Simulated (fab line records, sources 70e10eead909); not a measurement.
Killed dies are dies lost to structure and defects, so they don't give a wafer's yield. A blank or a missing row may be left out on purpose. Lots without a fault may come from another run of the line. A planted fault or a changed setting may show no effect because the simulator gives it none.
A struck lot beside a sound one | flow nand_harc | 16 steps out of a route of 1302
Sound: wafers L784.3, L784.5, L784.6. Struck: wafer L782.3. (L782.1, L782.6 of the same lot were not struck and are left out.) The cause comes at the end.
At each step with rows: each side's tool, then ch and its chambers, then its first start. Under that, the readings that differ: sound wafers | struck wafers | difference of the means | sigmas: that difference in standard deviations of wafers without a fault.
alike: readings whose means differ by less than 2 such deviations, and words and numbers that are the same on both sides. not compared: withheld readings, readings that some wafer has no value for, bounds like >300 that may hide the same value, and numbers for which the record gives no deviation and whose values overlap.
The two part at a step that has a row with sigmas, a row that says differs or no value, or rows on one side only. Numbers that don't overlap but have no deviation are shown without sigmas and don't part them. A reading that every wafer of one side lacks parts them only if that side has two wafers or more.

NHARC_A_ONON_D2_THK_MEAS_11: measures by ellipsometry.
  sound on film_metro-01, day 20 13:02; struck on film_metro-02, day 19 07:50
  alike: thk_nm
then, 1 step without rows for these wafers: NHARC_A_ONON_D2_DEP_12 (target thk 1000 nm).
NHARC_A_ONON_D2_THK_MEAS_14: measures by ellipsometry.
  sound on film_metro-02, day 20 13:36; struck on film_metro-02, day 19 08:24
  alike: thk_nm
then, 2 steps without rows for these wafers: NHARC_A_ONON_D2_ANNEAL_15 (time 3600 s); NHARC_A_ONON_D2_DEP_16 (target thk 1000 nm).
NHARC_A_ONON_D2_THK_MEAS_18: measures by ellipsometry.
  sound on film_metro-02, day 20 22:51; struck on film_metro-01, day 19 15:47
  reading     | sound       | struck | difference | sigmas
  thk_nm (nm) | 992 991 991 | 1021   | +30        | +3
then, 1 step without rows for these wafers: NHARC_A_ONON_D2_DEP_19 (target thk 1000 nm).
NHARC_A_ONON_D2_THK_MEAS_21: measures by ellipsometry.
  sound on film_metro-02, day 20 23:25; struck on film_metro-02, day 19 16:21
  reading     | sound          | struck | difference | sigmas
  thk_nm (nm) | 1006 1004 1005 | 987    | -18        | -2
then, 1 step without rows for these wafers: NHARC_A_ONON_D2_DEP_22 (target thk 1000 nm).
NHARC_A_ONON_D2_THK_MEAS_24: measures by ellipsometry.
  sound on film_metro-02, day 20 23:59; struck on film_metro-02, day 19 16:55
  alike: thk_nm
then, 1 step without rows for these wafers: NHARC_A_ONON_D2_DEP_25 (target thk 1000 nm).
NHARC_A_ONON_D2_THK_MEAS_27: measures by ellipsometry.
  sound on film_metro-02, day 21 00:33; struck on film_metro-02, day 19 17:29
  alike: thk_nm
NHARC_A_ONON_D2_DEP_28: target thk 1000 nm.
  sound on pecvd_onon-02 ch 0, day 21 00:43; struck on pecvd_onon-04 ch 0, day 19 17:32
NHARC_A_ONON_D2_THK_MEAS_30: measures by ellipsometry.
  sound on film_metro-01, day 21 01:07; struck on film_metro-01, day 19 18:14
  reading     | sound          | struck | difference | sigmas
  thk_nm (nm) | 1010 1011 1010 | 1049   | +39        | +4
  not compared: hold
NHARC_A_ONON_D2_DEP_33: deposits SiO2, target thk 200 nm.
  sound on pecvd-01 ch 0,1, day 21 01:16; struck on pecvd-01 ch 1, day 19 20:05
  reading | sound | struck                   | difference                   | sigmas
  hold    | - - - | await_dispo/1.2h/release | no value on the sound wafers |
  alike: heater_power_w, rf_fwd_power_W, throttle_valve_pct
-- the record jumps here: 11 days lie between the struck wafers' starts before and after (it left off in module A_ONON_D2 and takes up again in module END, whose first step shown is number 1302 of the route) --
NHARC_END_SORT_01:
  the record has rows for the struck wafers here (prober-01 ch 0, day 31 01:56) and none for the sound ones

WHERE THEY PART
First at NHARC_A_ONON_D2_THK_MEAS_18; last, within this record, at NHARC_END_SORT_01.

WHY: what the simulator had put in
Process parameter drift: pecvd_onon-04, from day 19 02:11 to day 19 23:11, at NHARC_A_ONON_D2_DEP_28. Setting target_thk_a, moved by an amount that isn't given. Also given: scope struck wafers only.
